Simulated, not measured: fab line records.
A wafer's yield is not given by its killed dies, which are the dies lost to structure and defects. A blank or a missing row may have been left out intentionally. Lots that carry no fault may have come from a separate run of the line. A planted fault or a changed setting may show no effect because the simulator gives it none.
fab line records | flow n5-finfet
[record] lots = 24 wafers = 72 last-day = 20
route steps=1938 shown WELL_APT@30 FIN_SAQP@130 FIN_CUT@163
lots with no fault: from the same line, run without faults
start-h: hours from the record's first day to the start of the lot's first wafer shown | wait-h: how many hours have passed since the lot's step before this one | " identical to the entry in the row above | L1.1+2: one row covering several wafers at once | - no value present, or no start provided | * or withheld: withheld | < > ~ a bound
route shown NAME@n: NAME is a module with steps in the file, n the number in the route of the first one | usual: mean/standard deviation of fault-free wafers | same: alike in all rows | chamber/n: place in a boat | sites: the reading at each site | _std_site: the values' standard deviation | _edge_site: the outer-site mean with the inner-site mean subtracted | radius-mm: how far each site lies from the wafer's centre | mask NAME#n: copy n | behind: tool/chamber where the wafer was last shaped | hold: why the lot was held/for how many hours/how that ended | device: the transistor (n, p or np) that didn't switch | end of line: tests of these same wafers at the route's end | a step given without rows: its recipe and nothing more | killed: the dies lost at the first sort to structure and to defects; this is not the yield of the wafer | map: the dies of a wafer, with x for killed, . for not killed, _ for no die there
set.NAME: the run value of the setting; set.NAME@STEP: its run value at that earlier step | model.NAME: the simulator's own value behind a step, which no gauge read
a sample of lots followed through the steps of the route, with each step as a table and each wafer as a row
services: from which hour (start-h, from the record's first day; less than 0 if before it) a tool's chamber was out of use, for how many hours, and why
[[steps]]
[step N5_WELL_APT_INSPECT_10]
[recipe] mode = adi inspect-instrument = macro
[usual] raw-defect-count = 2.0/1.4
// columns lot.wafer tool chamber start-h wait-h raw-defect-count
L074.1 defect-inspect-01 - 13.83 0.0 1
L074.4 " - " " 1
L074.6 " - " " 6
L075.1 defect-inspect-02 - 19.61 0.0 1
L075.4 " - " " 1
L075.5 " - " " 1
L076.2 defect-inspect-02 - 25.74 0.0 1
L076.3 " - " " 1
L076.5 " - " " 1
L077.1 defect-inspect-01 - 31.76 0.0 1
L077.4 " - " " 0
L077.5 " - " " 2
L078.1 defect-inspect-02 - 37.61 0.0 1
L078.4 " - " " 4
L078.6 " - " " 3
L079.4 defect-inspect-01 - 43.74 0.0 5
L079.5 " - " " 4
L079.6 " - " " 3
L080.2 defect-inspect-01 - 49.86 0.0 1
L080.3 " - " " 2
L080.6 " - " " 2
L081.1 defect-inspect-01 - 56.13 0.0 0
L081.4 " - " " 1
L081.5 " - " " 1
L082.1 defect-inspect-02 - 62.12 0.0 2
L082.5 " - " " 0
L082.6 " - " " 0
L083.1 defect-inspect-01 - 67.61 0.0 2
L083.4 " - " " 2
L083.6 " - " " 4
L084.2 defect-inspect-01 - 73.93 0.0 3
L084.3 " - " " 1
L084.5 " - " " 4
L085.3 defect-inspect-01 - 79.61 0.0 1
L085.4 " - " " 2
L085.5 " - " " 1
L086.1 defect-inspect-01 - 85.78 0.0 2
L086.4 " - " " 1
L086.5 " - " " 4
L087.4 defect-inspect-02 - 91.76 0.0 1
L087.5 " - " " 1
L087.6 " - " " 1
L088.1 defect-inspect-02 - 97.76 0.0 2
L088.4 " - " " 0
L088.6 " - " " 2
L089.3 defect-inspect-01 - 103.89 0.0 3
L089.4 " - " " 1
L089.6 " - " " 3
L090.1 defect-inspect-01 - 109.77 0.0 3
L090.5 " - " " 1
L090.6 " - " " 2
L091.2 defect-inspect-02 - 115.76 0.0 1
L091.3 " - " " 1
L091.4 " - " " 0
L092.2 defect-inspect-02 - 121.86 0.0 3
L092.4 " - " " 0
L092.5 " - " " 3
L093.2 defect-inspect-01 - 127.89 0.0 1
L093.3 " - " " 1
L093.4 " - " " 2
L094.2 defect-inspect-01 - 133.61 0.0 1
L094.4 " - " " 1
L094.5 " - " " 1
L095.1 defect-inspect-02 - 139.61 0.0 1
L095.3 " - " " 1
L095.6 " - " " 0
L096.2 defect-inspect-01 - 145.61 0.0 0
L096.4 " - " " 2
L096.6 " - " " 2
L097.1 defect-inspect-01 - 155.98 0.0 2
L097.2 " - " " 1
L097.5 " - " " 0
[step N5_FIN_SAQP_ETCH_65]
[recipe] chemistry = CF4 target = SiO2 target-depth-a = 40 ion-energy-ev = 350 time-s = 4.4 pressure-mtorr = 10 icp-w = 800 bias-w = 400 cf4-flow-sccm = 80
[usual] drypump-motor-current-A = 5.6/0.34 oes-product-au = 1.001/0.024 rf-fwd-power-W = 790/3.6 throttle-valve-pct = 21.75/0.17
// columns lot.wafer tool chamber start-h wait-h drypump-motor-current-A oes-product-au rf-fwd-power-W rf-hours-counter-h throttle-valve-pct
L074.1 rie-si-05 0 24.40 0.1 5.4 0.995 783 202 22.17
L074.4 " 3 " " 5.3 0.981 788 168 22.05
L074.6 " 2 " " 5.6 0.996 790 - 21.92
L075.1 rie-si-05 0 30.25 0.1 5.3 0.997 784 203 22.15
L075.4 " 2 " " 5.6 1.003 793 - 21.93
L075.5 " 1 " " 5.4 1.002 790 - 21.94
L076.2 rie-si-04 0 36.17 0.1 5.9 1.018 785 28 21.72
L076.3 " 1 " " 5.9 1.051 793 20 21.73
L076.5 " 2 " " 5.2 1.019 791 - 21.58
L077.1 rie-si-04 2 41.78 0.1 5.3 1.011 787 79 21.59
L077.4 " 0 " " 5.9 1.006 788 28 21.71
L077.5 " 3 " " 5.7 0.959 798 - 21.68
L078.1 rie-si-04 0 48.08 0.1 5.9 1.011 788 28 21.74
L078.4 " 1 " " 5.8 1.048 790 20 21.72
L078.6 " 3 " " 5.6 0.963 792 - 21.68
L079.4 rie-si-05 1 54.24 0.0 5.5 0.991 791 - 21.92
L079.5 " 2 " " 5.6 0.990 793 - 21.92
L079.6 " 3 " " 5.3 0.993 788 - 22.06
L080.2 rie-si-05 2 60.30 0.1 5.5 0.989 789 98 21.91
L080.3 " 1 " " 5.5 1.000 788 69 21.93
L080.6 " 2 " " 5.5 0.995 791 - 21.92
L081.1 rie-si-04 3 66.56 0.1 5.6 0.957 792 104 21.70
L081.4 " 1 " " 5.9 1.050 791 20 21.72
L081.5 " 0 " " 5.9 1.018 792 - 21.72
L082.1 rie-si-05 0 72.73 0.1 5.4 1.026 780 0 22.11
L082.5 " 1 " " 5.4 1.012 790 - 21.92
L082.6 " 2 " " 5.5 1.001 794 - 21.92
L083.1 rie-si-05 1 78.67 0.1 5.4 0.999 787 69 21.92
L083.4 " 0 " " 5.4 1.017 784 0 22.11
L083.6 " 1 " " 5.4 1.015 790 - 21.94
L084.2 rie-si-04 1 85.63 0.1 5.9 1.045 791 20 21.73
L084.3 " 3 " " 5.7 0.966 796 104 21.68
L084.5 " 3 " " 5.7 0.980 794 - 21.68
L085.3 rie-si-03 2 91.20 0.1 6.2 1.002 782 129 21.52
L085.4 " 0 " " 5.2 0.991 788 100 21.65
L085.5 " 1 " " 5.6 0.982 795 - 21.86
L086.1 rie-si-04 0 97.95 0.1 5.9 1.013 786 29 21.72
L086.4 " 2 " " 5.2 1.012 787 80 21.58
L086.5 " 3 " " 5.7 0.956 791 - 21.67
L087.4 rie-si-03 1 102.67 0.1 5.6 0.990 793 41 21.88
L087.5 " 2 " " 6.1 1.003 786 - 21.55
L087.6 " 1 " " 5.6 0.981 795 - 21.85
L088.1 rie-si-04 1 109.73 0.1 5.9 1.042 789 21 21.72
L088.4 " 3 " " 5.6 0.971 792 105 21.68
L088.6 " 3 " " 5.7 0.970 791 - 21.68
L089.3 rie-si-04 1 115.10 0.1 5.9 1.053 789 21 21.71
L089.4 " 3 " " 5.7 0.963 798 105 21.69
L089.6 " 1 " " 5.9 1.048 787 - 21.72
L090.1 rie-si-03 0 120.95 0.1 5.2 0.995 788 100 21.65
L090.5 " 1 " " 5.6 0.988 793 - 21.87
L090.6 " 0 " " 5.2 1.007 788 - 21.67
L091.2 rie-si-03 1 125.91 0.1 5.6 0.981 794 42 21.86
L091.3 " 0 " " 5.2 0.992 789 101 21.66
L091.4 " 2 " " 6.1 1.003 785 130 21.53
L092.2 rie-si-03 2 132.36 0.1 6.2 1.002 785 130 21.53
L092.4 " 1 " " 5.6 0.965 792 42 21.86
L092.5 " 2 " " 6.1 1.002 783 - 21.54
L093.2 rie-si-03 3 139.94 0.1 4.7 0.969 792 1 21.44
L093.3 " 0 " " 5.2 0.998 784 101 21.66
L093.4 " 1 " " 5.6 0.999 792 42 21.86
L094.2 rie-si-04 3 144.82 0.1 5.7 0.968 793 106 21.68
L094.4 " 1 " " 5.9 1.048 791 22 21.72
L094.5 " 0 " " 5.9 1.022 786 - 21.73
L095.1 rie-si-03 2 150.23 0.1 6.1 1.006 781 130 21.55
L095.3 " 1 " " 5.6 0.978 793 42 21.83
L095.6 " 3 " " 4.7 0.960 792 - 21.46
L096.2 rie-si-04 0 158.90 0.1 5.9 1.012 790 30 21.72
L096.4 " 3 " " 5.7 0.963 793 106 21.68
L096.6 " 0 " " 5.9 1.003 792 - 21.72
L097.1 rie-si-04 2 165.84 0.1 5.2 1.017 786 82 21.61
L097.2 " 3 " " 5.7 0.967 794 106 21.68
L097.5 " 1 " " 5.8 1.046 784 - 21.73
[step N5_FIN_SAQP_MANDREL_ETCH_58]
[recipe] chemistry = HBr/Cl2 target = a-Si target-depth-a = 450 bt-time-s = 10 stop-on = SiNx mask-material = SiO2 over-etch-frac = 0.8 time-s = 27 pressure-mtorr = 10 icp-w = 800 bias-w = 75 HBr_flow_sccm = 150 Cl2_flow_sccm = 80 ends = end-point
[usual] drypump-motor-current-A = 5.6/0.34 oes-product-au = 0.697/0.012 rf-fwd-power-W = 794/3.2 throttle-valve-pct = 35.52/0.2
// columns lot.wafer tool chamber start-h wait-h drypump-motor-current-A oes-product-au rf-fwd-power-W rf-hours-counter-h throttle-valve-pct
L074.1 rie-si-05 0 24.44 0.0 5.4 0.690 794 202 35.77
L074.4 " 3 " " 5.3 0.697 797 168 35.84
L074.6 " 2 " " 5.6 0.699 796 - 35.68
L075.1 rie-si-05 0 30.28 0.0 5.4 0.686 789 203 35.77
L075.4 " 2 " " 5.6 0.698 798 - 35.69
L075.5 " 1 " " 5.4 0.703 791 - 35.75
L076.2 rie-si-04 0 36.21 0.0 5.9 0.697 795 28 35.55
L076.3 " 1 " " 5.9 0.719 795 20 35.36
L076.5 " 2 " " 5.2 0.710 795 - 35.41
L077.1 rie-si-04 2 41.82 0.0 5.2 0.702 796 79 35.41
L077.4 " 0 " " 5.9 0.698 788 28 35.53
L077.5 " 3 " " 5.7 0.684 797 - 35.51
L078.1 rie-si-04 0 48.11 0.0 5.9 0.703 797 28 35.55
L078.4 " 1 " " 5.9 0.715 797 20 35.38
L078.6 " 3 " " 5.7 0.683 800 - 35.51
L079.4 rie-si-05 1 54.28 0.0 5.5 0.708 792 - 35.73
L079.5 " 2 " " 5.6 0.694 800 - 35.66
L079.6 " 3 " " 5.3 0.715 796 - 35.80
L080.2 rie-si-05 2 60.34 0.0 5.6 0.695 800 98 35.69
L080.3 " 1 " " 5.4 0.698 795 69 35.76
L080.6 " 2 " " 5.6 0.697 799 - 35.68
L081.1 rie-si-04 3 66.59 0.0 5.7 0.676 793 104 35.53
L081.4 " 1 " " 5.9 0.713 800 20 35.36
L081.5 " 0 " " 5.9 0.689 796 - 35.55
L082.1 rie-si-05 0 72.76 0.0 5.4 0.710 790 0 35.82
L082.5 " 1 " " 5.4 0.696 791 - 35.76
L082.6 " 2 " " 5.6 0.714 794 - 35.69
L083.1 rie-si-05 1 78.71 0.0 5.4 0.690 794 70 35.77
L083.4 " 0 " " 5.4 0.713 788 0 35.81
L083.6 " 1 " " 5.4 0.701 794 - 35.74
L084.2 rie-si-04 1 85.67 0.0 5.9 0.710 795 20 35.40
L084.3 " 3 " " 5.7 0.668 801 104 35.52
L084.5 " 3 " " 5.7 0.681 796 - 35.51
L085.3 rie-si-03 2 91.24 0.0 6.2 0.716 792 129 35.28
L085.4 " 0 " " 5.2 0.701 795 100 35.41
L085.5 " 1 " " 5.6 0.691 794 - 35.66
L086.1 rie-si-04 0 97.98 0.0 5.9 0.698 793 29 35.55
L086.4 " 2 " " 5.2 0.708 794 80 35.40
L086.5 " 3 " " 5.7 0.687 797 - 35.50
L087.4 rie-si-03 1 102.70 0.0 5.6 0.701 795 41 35.67
L087.5 " 2 " " 6.2 0.712 796 - 35.28
L087.6 " 1 " " 5.6 0.687 798 - 35.66
L088.1 rie-si-04 1 109.76 0.0 5.9 0.719 796 21 35.38
L088.4 " 3 " " 5.7 0.680 796 105 35.50
L088.6 " 3 " " 5.7 0.682 794 - 35.49
L089.3 rie-si-04 1 115.14 0.0 5.9 0.717 798 21 35.38
L089.4 " 3 " " 5.7 0.685 795 105 35.49
L089.6 " 1 " " 5.9 0.721 795 - 35.37
L090.1 rie-si-03 0 120.98 0.0 5.2 0.693 798 100 35.41
L090.5 " 1 " " 5.6 0.687 798 - 35.68
L090.6 " 0 " " 5.2 0.699 797 - 35.41
L091.2 rie-si-03 1 125.94 0.0 5.6 0.683 795 42 35.69
L091.3 " 0 " " 5.2 0.691 792 101 35.43
L091.4 " 2 " " 6.1 0.713 792 130 35.28
L092.2 rie-si-03 2 132.39 0.0 6.1 0.704 789 130 35.29
L092.4 " 1 " " 5.6 0.688 798 42 35.67
L092.5 " 2 " " 6.1 0.711 792 - 35.28
L093.2 rie-si-03 3 139.98 0.0 4.7 0.695 793 1 35.01
L093.3 " 0 " " 5.2 0.697 793 101 35.41
L093.4 " 1 " " 5.6 0.679 791 42 35.65
L094.2 rie-si-04 3 144.86 0.0 5.6 0.678 796 106 35.53
L094.4 " 1 " " 5.9 0.717 791 22 35.39
L094.5 " 0 " " 5.9 0.696 794 - 35.56
L095.1 rie-si-03 2 150.27 0.0 6.1 0.694 789 130 35.30
L095.3 " 1 " " 5.6 0.686 798 42 35.69
L095.6 " 3 " " 4.7 0.699 792 - 35.03
L096.2 rie-si-04 0 158.94 0.0 5.9 0.697 794 30 35.55
L096.4 " 3 " " 5.7 0.675 798 106 35.50
L096.6 " 0 " " 5.9 0.696 792 - 35.54
L097.1 rie-si-04 2 165.88 0.0 5.2 0.706 795 82 35.41
L097.2 " 3 " " 5.7 0.675 800 106 35.51
L097.5 " 1 " " 5.9 0.727 799 - 35.38
[step N5_FIN_SAQP_HM_CD_35]
[recipe] target-cd-nm = 8 polarity = line
[usual] cd-nm = 8.13/0.23
// columns lot.wafer tool chamber start-h wait-h cd-nm
L074.1 cd-sem-02 - 26.39 0.1 8.08
L074.4 " - " " 8.13
L074.6 " - " " 8.03
L075.1 cd-sem-02 - 32.02 0.1 8.11
L075.4 " - " " 8.37
L075.5 " - " " 8.09
L076.2 cd-sem-02 - 38.08 0.1 8.13
L076.3 " - " " 8.15
L076.5 " - " " 8.11
L077.1 cd-sem-03 - 43.44 0.1 8.28
L077.4 " - " " 8.00
L077.5 " - " " 7.83
L078.1 cd-sem-02 - 49.94 0.1 8.77
L078.4 " - " " 8.32
L078.6 " - " " 8.43
L079.4 cd-sem-02 - 55.89 0.1 8.23
L079.5 " - " " 7.82
L079.6 " - " " 8.17
L080.2 cd-sem-01 - 62.72 0.1 8.44
L080.3 " - " " 8.35
L080.6 " - " " 8.23
L081.1 cd-sem-01 - 68.28 0.1 7.61
L081.4 " - " " 7.80
L081.5 " - " " 8.06
L082.1 cd-sem-01 - 74.45 0.1 8.32
L082.5 " - " " 7.95
L082.6 " - " " 8.30
L083.1 cd-sem-01 - 80.45 0.1 8.23
L083.4 " - " " 8.03
L083.6 " - " " 8.43
L084.2 cd-sem-02 - 87.30 0.1 8.14
L084.3 " - " " 8.05
L084.5 " - " " 7.87
L085.3 cd-sem-02 - 92.96 0.1 8.08
L085.4 " - " " 7.96
L085.5 " - " " 8.08
L086.1 cd-sem-03 - 100.32 0.1 8.60
L086.4 " - " " 8.10
L086.5 " - " " 7.86
L087.4 cd-sem-02 - 105.41 0.1 8.07
L087.5 " - " " 8.09
L087.6 " - " " 8.02
L088.1 cd-sem-01 - 111.61 0.1 8.14
L088.4 " - " " 7.72
L088.6 " - " " 7.97
L089.3 cd-sem-01 - 116.76 0.1 8.10
L089.4 " - " " 8.04
L089.6 " - " " 8.12
L090.1 cd-sem-03 - 122.62 0.1 7.75
L090.5 " - " " 8.11
L090.6 " - " " 8.18
L091.2 cd-sem-01 - 127.64 0.1 8.15
L091.3 " - " " 8.02
L091.4 " - " " 7.80
L092.2 cd-sem-01 - 134.02 0.1 8.37
L092.4 " - " " 8.39
L092.5 " - " " 8.40
L093.2 cd-sem-03 - 141.71 0.1 8.07
L093.3 " - " " 7.95
L093.4 " - " " 8.29
L094.2 cd-sem-02 - 146.76 0.1 8.21
L094.4 " - " " 8.72
L094.5 " - " " 8.15
L095.1 cd-sem-02 - 152.31 0.1 8.17
L095.3 " - " " 8.32
L095.6 " - " " 8.18
L096.2 cd-sem-03 - 160.88 0.1 8.24
L096.4 " - " " 8.23
L096.6 " - " " 7.72
L097.1 cd-sem-01 - 167.50 0.1 8.22
L097.2 " - " " 8.21
L097.5 " - " " 7.99
[step N5_FIN_CUT_CD_MEAS_08]
[recipe] target-cd-nm = 29.1 landing-energy-ev = 500 detector = se-inlens polarity = opening
[usual] cd-nm = 29.14/0.22
// columns lot.wafer tool chamber start-h wait-h cd-nm
L074.1 cd-sem-02 0 27.24 - 29.23
L074.4 " 0 " " 29.40
L074.6 " 0 " " 29.36
L075.1 cd-sem-03 0 32.77 - 29.51
L075.4 " 0 " " 29.27
L075.5 " 0 " " 29.10
L076.2 cd-sem-01 0 38.83 - 29.28
L076.3 " 0 " " 29.27
L076.5 " 0 " " 28.92
L077.1 cd-sem-03 0 44.06 - 28.92
L077.4 " 0 " " 29.01
L077.5 " 0 " " 28.76
L078.1 cd-sem-02 0 50.56 - 28.69
L078.4 " 0 " " 29.32
L078.6 " 0 " " 29.18
L079.4 cd-sem-03 0 56.64 - 29.59
L079.5 " 0 " " 29.25
L079.6 " 0 " " 28.71
L080.2 cd-sem-03 0 63.34 - 29.18
L080.3 " 0 " " 29.27
L080.6 " 0 " " 29.42
L081.1 cd-sem-03 0 69.03 - 29.44
L081.4 " 0 " " 29.17
L081.5 " 0 " " 29.36
L082.1 cd-sem-03 0 75.20 - 28.97
L082.5 " 0 " " 29.31
L082.6 " 0 " " 28.91
L083.1 cd-sem-01 0 81.07 - 28.99
L083.4 " 0 " " 28.93
L083.6 " 0 " " 29.24
L084.2 cd-sem-03 0 87.92 - 29.02
L084.3 " 0 " " 29.25
L084.5 " 0 " " 29.36
L085.3 cd-sem-02 0 93.57 - 29.26
L085.4 " 0 " " 28.95
L085.5 " 0 " " 28.82
L086.1 cd-sem-01 0 100.94 - 29.00
L086.4 " 0 " " 28.94
L086.5 " 0 " " 29.02
L087.4 cd-sem-02 0 106.15 - 29.08
L087.5 " 0 " " 29.21
L087.6 " 0 " " 29.62
L088.1 cd-sem-03 0 112.23 - 28.80
L088.4 " 0 " " 28.84
L088.6 " 0 " " 28.71
L089.3 cd-sem-03 0 117.38 - 29.27
L089.4 " 0 " " 29.32
L089.6 " 0 " " 29.08
L090.1 cd-sem-01 0 123.24 - 29.42
L090.5 " 0 " " 28.97
L090.6 " 0 " " 28.94
L091.2 cd-sem-03 0 128.26 - 29.02
L091.3 " 0 " " 29.35
L091.4 " 0 " " 29.33
L092.2 cd-sem-02 0 134.64 - 28.86
L092.4 " 0 " " 28.84
L092.5 " 0 " " 29.28
L093.2 cd-sem-02 0 142.33 - 29.21
L093.3 " 0 " " 28.97
L093.4 " 0 " " 29.08
L094.2 cd-sem-01 0 147.51 - 29.13
L094.4 " 0 " " 29.41
L094.5 " 0 " " 29.26
L095.1 cd-sem-02 0 153.06 - 29.38
L095.3 " 0 " " 29.18
L095.6 " 0 " " 29.21
L096.2 cd-sem-02 0 161.50 - 29.33
L096.4 " 0 " " 29.06
L096.6 " 0 " " 29.25
L097.1 cd-sem-02 0 168.25 - 29.37
L097.2 " 0 " " 28.84
L097.5 " 0 " " 29.20
[step N5_FIN_CUT_STRIP_24]
[recipe] chemistry = CF4 resist = SiARC power-w = 300 bias-power-w = 75 pressure-mtorr = 50 cf4-flow-sccm = 150 rf-frequency-hz = 6e+07
[usual] bias-power-w = 75.05/0.21 drypump-motor-current-A = 5.8/0.51 oes-product-au = 0.80/0.066 power-w = 300.0/1 rf-fwd-power-W = 292.7/0.9 rf-vpp-V = 271.3/1.2 showerhead-plenum-p-Torr = 1.80/0.052 throttle-valve-pct = 13.44/0.17
// columns lot.wafer tool chamber start-h wait-h bias-power-w drypump-motor-current-A oes-product-au power-w rf-fwd-power-W rf-hours-counter-h rf-vpp-V showerhead-plenum-p-Torr throttle-valve-pct
L074.1 rie-diel-06 1 27.78 0.0 74.81 5.2 0.86 299.6 292.3 49 272.0 1.75 13.38
L074.4 " 3 " " 74.98 5.8 0.83 300.5 293.8 65 270.4 1.74 13.55
L074.6 " 3 " " 74.92 5.8 0.83 301.1 291.4 - 269.6 1.74 13.55
L075.1 rie-diel-05 0 33.31 0.0 75.24 5.0 0.79 299.3 290.2 121 271.9 1.88 13.41
L075.4 " 1 " " 74.76 6.0 0.79 301.1 292.2 107 272.4 1.81 13.29
L075.5 " 3 " " 74.93 5.8 0.80 300.9 293.2 - 271.7 1.88 13.25
L076.2 rie-diel-06 2 39.48 0.0 75.28 6.6 0.71 301.4 292.7 204 270.9 1.78 13.80
L076.3 " 0 " " 74.82 6.2 0.73 300.6 293.9 188 270.3 1.78 13.44
L076.5 " 3 " " 74.85 5.8 0.83 299.5 291.6 - 270.9 1.74 13.56
L077.1 rie-diel-06 0 44.60 0.0 74.94 6.2 0.72 301.0 293.6 189 270.9 1.78 13.43
L077.4 " 2 " " 74.91 6.6 0.71 300.1 292.2 205 271.4 1.78 13.80
L077.5 " 0 " " 75.29 6.2 0.72 301.3 292.5 - 271.8 1.78 13.42
L078.1 rie-diel-06 1 51.10 0.0 74.71 5.2 0.84 298.6 293.2 55 269.6 1.75 13.40
L078.4 " 3 " " 75.03 5.8 0.83 299.1 292.9 71 270.3 1.74 13.55
L078.6 " 0 " " 74.63 6.2 0.72 298.1 293.4 - 272.4 1.78 13.42
L079.4 rie-diel-06 3 57.17 0.0 75.33 5.8 0.83 298.7 293.5 72 270.6 1.74 13.56
L079.5 " 0 " " 74.95 6.2 0.72 300.2 292.5 - 270.4 1.78 13.44
L079.6 " 1 " " 75.04 5.2 0.84 299.3 291.7 - 270.1 1.75 13.39
L080.2 rie-diel-05 0 64.47 0.0 75.30 5.0 0.79 298.7 292.7 129 273.1 1.87 13.42
L080.3 " 3 " " 75.09 5.8 0.79 300.5 292.5 111 274.0 1.88 13.27
L080.6 " 0 " " 74.90 5.0 0.79 301.2 293.8 - 272.5 1.87 13.43
L081.1 rie-diel-05 1 69.57 0.0 75.07 6.0 0.78 298.7 291.7 120 270.0 1.80 13.33
L081.4 " 1 " " 75.27 6.0 0.77 299.9 292.4 - 270.4 1.80 13.32
L081.5 " 3 " " 74.99 5.8 0.78 300.7 292.9 - 272.5 1.88 13.28
L082.1 rie-diel-05 0 75.74 0.0 74.81 5.0 0.78 299.0 293.6 133 271.5 1.87 13.43
L082.5 " 0 " " 75.20 5.0 0.78 298.4 292.6 - 272.8 1.87 13.44
L082.6 " 1 " " 75.04 6.0 0.77 299.3 291.9 - 272.0 1.80 13.34
L083.1 rie-diel-02 1 81.61 0.0 75.21 6.4 0.94 299.6 292.4 3 273.9 1.91 13.28
L083.4 " 3 " " 75.26 4.7 0.85 299.6 291.8 40 271.4 1.76 13.25
L083.6 " 1 " " 75.15 6.4 0.95 300.3 291.8 - 275.2 1.91 13.28
L084.2 rie-diel-05 1 88.46 0.0 75.19 6.0 0.76 300.2 292.2 126 272.4 1.80 13.34
L084.3 " 2 " " 74.87 5.3 0.97 300.5 292.2 4 270.2 1.77 13.25
L084.5 " 0 " " 74.93 5.0 0.78 298.3 292.9 - 271.7 1.87 13.46
L085.3 rie-diel-02 3 94.11 0.0 75.30 4.8 0.84 299.3 293.8 44 272.0 1.76 13.27
L085.4 " 1 " " 75.30 6.4 0.93 301.8 294.7 6 273.6 1.90 13.30
L085.5 " 1 " " 75.04 6.4 0.92 300.8 292.7 - 274.1 1.91 13.30
L086.1 rie-diel-06 2 101.48 0.0 74.95 6.6 0.71 301.2 292.0 219 270.3 1.78 13.85
L086.4 " 0 " " 74.82 6.2 0.72 300.0 291.3 203 270.2 1.78 13.46
L086.5 " 2 " " 75.01 6.5 0.70 303.5 293.7 - 270.7 1.78 13.82
L087.4 rie-diel-06 3 106.68 0.0 75.16 5.8 0.81 300.3 291.4 83 270.4 1.74 13.61
L087.5 " 1 " " 74.94 5.2 0.83 300.3 291.7 - 270.0 1.75 13.42
L087.6 " 0 " " 75.34 6.2 0.70 301.4 293.2 - 272.9 1.78 13.46
L088.1 rie-diel-05 0 112.77 0.0 75.06 5.0 0.77 298.7 293.7 143 272.5 1.87 13.47
L088.4 " 2 " " 75.37 5.3 0.95 299.6 294.5 10 269.3 1.77 13.26
L088.6 " 0 " " 75.32 5.0 0.78 298.5 294.0 - 272.6 1.87 13.46
L089.3 rie-diel-02 1 117.92 0.0 75.19 6.4 0.91 301.8 292.5 11 273.6 1.90 13.29
L089.4 " 2 " " 74.81 6.1 0.84 300.7 292.8 43 271.4 1.82 13.48
L089.6 " 2 " " 75.08 6.1 0.84 300.4 294.0 - 272.6 1.82 13.47
L090.1 rie-diel-05 0 123.78 0.0 75.43 5.0 0.77 298.2 291.1 146 272.0 1.87 13.48
L090.5 " 1 " " 75.05 6.0 0.76 299.5 292.9 - 272.3 1.80 13.38
L090.6 " 0 " " 75.22 5.0 0.77 299.1 293.3 - 272.1 1.87 13.49
L091.2 rie-diel-02 0 128.80 0.0 74.81 5.8 0.81 299.9 292.4 82 272.0 1.81 13.17
L091.3 " 1 " " 75.18 6.3 0.89 301.1 293.0 14 273.9 1.90 13.30
L091.4 " 2 " " 74.99 6.1 0.83 300.3 291.7 47 272.2 1.82 13.48
L092.2 rie-diel-06 3 135.47 0.0 75.08 5.8 0.81 299.1 291.8 91 268.7 1.74 13.60
L092.4 " 1 " " 75.29 5.2 0.81 299.7 292.9 - 269.2 1.74 13.44
L092.5 " 0 " " 75.29 6.2 0.71 299.0 293.1 - 271.9 1.77 13.49
L093.2 rie-diel-05 3 142.90 0.0 74.87 5.8 0.77 301.2 293.8 133 272.1 1.87 13.32
L093.3 " 1 " " 74.92 6.0 0.76 300.2 292.9 143 271.7 1.80 13.37
L093.4 " 2 " " 75.11 5.3 0.93 301.6 293.6 - 269.2 1.76 13.28
L094.2 rie-diel-06 2 148.05 0.0 74.75 6.6 0.70 301.0 293.6 227 271.5 1.77 13.85
L094.4 " 0 " " 74.76 6.2 0.70 300.5 292.1 216 270.2 1.77 13.49
L094.5 " 3 " " 74.56 5.8 0.81 300.4 292.3 - 270.0 1.74 13.63
L095.1 rie-diel-06 0 153.60 0.0 75.32 6.2 0.70 298.6 292.1 218 272.2 1.77 13.49
L095.3 " 1 " " 75.13 5.2 0.82 298.6 291.3 82 270.2 1.74 13.45
L095.6 " 1 " " 75.18 5.3 0.81 300.7 292.2 - 271.0 1.74 13.46
L096.2 rie-diel-06 2 162.04 0.0 74.88 6.5 0.70 300.9 292.8 230 270.5 1.77 13.85
L096.4 " 1 " " 75.26 5.2 0.81 300.2 292.9 84 270.3 1.74 13.46
L096.6 " 2 " " 75.00 6.5 0.69 300.5 293.4 - 270.7 1.77 13.87
L097.1 rie-diel-02 0 168.79 0.0 74.46 5.8 0.81 300.2 293.0 91 271.5 1.81 13.20
L097.2 " 2 " " 74.66 6.1 0.82 299.0 292.7 57 271.1 1.82 13.49
L097.5 " 2 " " 74.67 6.1 0.82 300.3 291.8 - 272.6 1.82 13.52
[[services]]
// columns tool chamber start-h hours kind
rie-si-03 2 4.07 3.0 repair
rie-si-05 3 28.67 7.0 repair
rie-si-04 0 41.89 2.2 repair
rie-diel-06 - 42.87 0.3 repair
rie-si-03 3 45.72 - clean
rie-si-03 3 45.72 - consumable-replace:focus-ring
rie-si-03 3 45.72 18.8 scheduled-down
rie-si-03 3 45.72 18.8 vent-cycle
rie-diel-05 0 46.17 9.6 repair
rie-diel-02 3 47.28 15.7 repair
rie-si-05 0 49.41 - clean
rie-si-05 0 49.41 15.9 scheduled-down
rie-si-05 0 49.41 15.9 vent-cycle
rie-diel-05 2 55.74 - clean
rie-diel-02 0 96.26 6.7 repair
rie-diel-02 - 97.17 0.2 repair
rie-si-05 - 106.04 14.6 pm
rie-diel-02 - 112.60 2.8 pm
rie-si-05 3 121.01 25.2 repair
rie-si-05 2 121.05 1.9 repair
rie-diel-06 2 128.81 12.8 repair
rie-diel-06 - 143.51 0.7 repair
rie-si-05 1 157.93 2.6 repair
rie-si-03 - 165.06 2.8 pm
[[key]]
fault none
